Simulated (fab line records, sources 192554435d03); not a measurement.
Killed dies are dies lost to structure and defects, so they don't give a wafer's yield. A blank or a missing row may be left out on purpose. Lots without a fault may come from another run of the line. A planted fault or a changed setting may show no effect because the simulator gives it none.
Split-lot experiment | flow n5_finfet | 7 lots, 21 wafers read, on a route of 1938 steps

THE SPLIT
At N5_BEOL_M12_SPUTTER_44 (material Ta, target thk 10 nm, time 16.13 s), the setting power_w was moved away from the recipe's 15000 W on 6 of the 21 wafers read, by +5.6% to +12.9%. The other wafers ran this setting at the recipe's value.

The reading is taken at the split's own step.

THE READING
Ta_of_BEOL_M12_SPUTTER_44.thk_nm (the simulator's own value, which no gauge read), in nm, at N5_BEOL_M12_SPUTTER_44 (material Ta, target thk 10 nm, time 16.13 s). The file gives no usual value for it. The 15 wafers here that ran the recipe average 10.1 nm, standard deviation 0.22 nm.

wafer  | tool, chamber at the split | power_w as run, W | against the recipe | Ta_of_BEOL_M12_SPUTTER_44.thk_nm, nm | against lot-mates on the recipe
L074.2 | pvd_sputter-01, -          | 15000             | recipe             | 10.4                                 | -
L074.3 | pvd_sputter-01, -          | 15000             | recipe             | 10.4                                 | -
L074.4 | pvd_sputter-01, -          | 16930             | +12.9%             | 11.8                                 | +1.4
L076.1 | pvd_sputter-01, -          | 15950             | +6.3%              | 10.8                                 | no lot-mate on the recipe
L076.2 | pvd_sputter-01, -          | 15950             | +6.3%              | 10.6                                 | no lot-mate on the recipe
L076.5 | pvd_sputter-01, -          | 15950             | +6.3%              | 10.6                                 | no lot-mate on the recipe
L084.3 | pvd_sputter-03, -          | 15840             | +5.6%              | 10.8                                 | +0.7
L084.5 | pvd_sputter-03, -          | 15000             | recipe             | 10.2                                 | -
L084.6 | pvd_sputter-03, -          | 15000             | recipe             | 10                                   | -
L085.1 | pvd_sputter-03, -          | 15000             | recipe             | 10.2                                 | -
L085.5 | pvd_sputter-03, -          | 15000             | recipe             | 10.4                                 | -
L085.6 | pvd_sputter-03, -          | 15000             | recipe             | 10.4                                 | -
L093.2 | pvd_sputter-02, -          | 15000             | recipe             | 9.8                                  | -
L093.3 | pvd_sputter-02, -          | 15000             | recipe             | 10                                   | -
L093.4 | pvd_sputter-02, -          | 16710             | +11.4%             | 11.4                                 | +1.5
L092.1 | pvd_sputter-03, -          | 15000             | recipe             | 10.2                                 | -
L092.3 | pvd_sputter-03, -          | 15000             | recipe             | 10.2                                 | -
L092.2 | pvd_sputter-03, -          | 15000             | recipe             | 10                                   | -
L091.1 | pvd_sputter-02, -          | 15000             | recipe             | 9.8                                  | -
L091.6 | pvd_sputter-02, -          | 15000             | recipe             | 9.8                                  | -
L091.5 | pvd_sputter-02, -          | 15000             | recipe             | 10                                   | -

THE FIT
A straight line over all 21 wafers: Ta_of_BEOL_M12_SPUTTER_44.thk_nm changes by +0.114 nm for each +1% of power_w; r = +0.91; the points scatter about the line by 0.21 nm.
The same after taking each lot's own level away (the mean of its wafers on the recipe; 18 wafers): +0.119 nm for each +1%; r = +0.98; scatter 0.1 nm.
On that fit, the largest move of power_w shifts the reading by 1.5 nm.
The lots' own levels span 9.87 to 10.40 nm, that is 2.5 times the standard deviation above.
So the lot-to-lot level changes the slope little: the two slopes agree.
Check: with one of the wafers moved furthest among these (+12.9%) left out of the fit, the line predicts +1.68 nm for it against its lot-mates. It came out at +1.4 nm against them.

OTHER SPLITS ON THESE WAFERS
These wafers also went through other splits before the reading. Each is held against what the fit with the lots' levels taken away leaves over:
other split on the same wafers | wafers away from the commonest value | r with Ta_of_BEOL_M12_SPUTTER_44.thk_nm (lot level and that fit taken away)
N5_BEOL_M11_ETCH_41 time_s     | 6                                    | +0.02

THE FILE'S OWN FIT
Ta_of_BEOL_M12_SPUTTER_44.thk_nm changes by +0.119 nm for each +1% of power_w, r = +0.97.
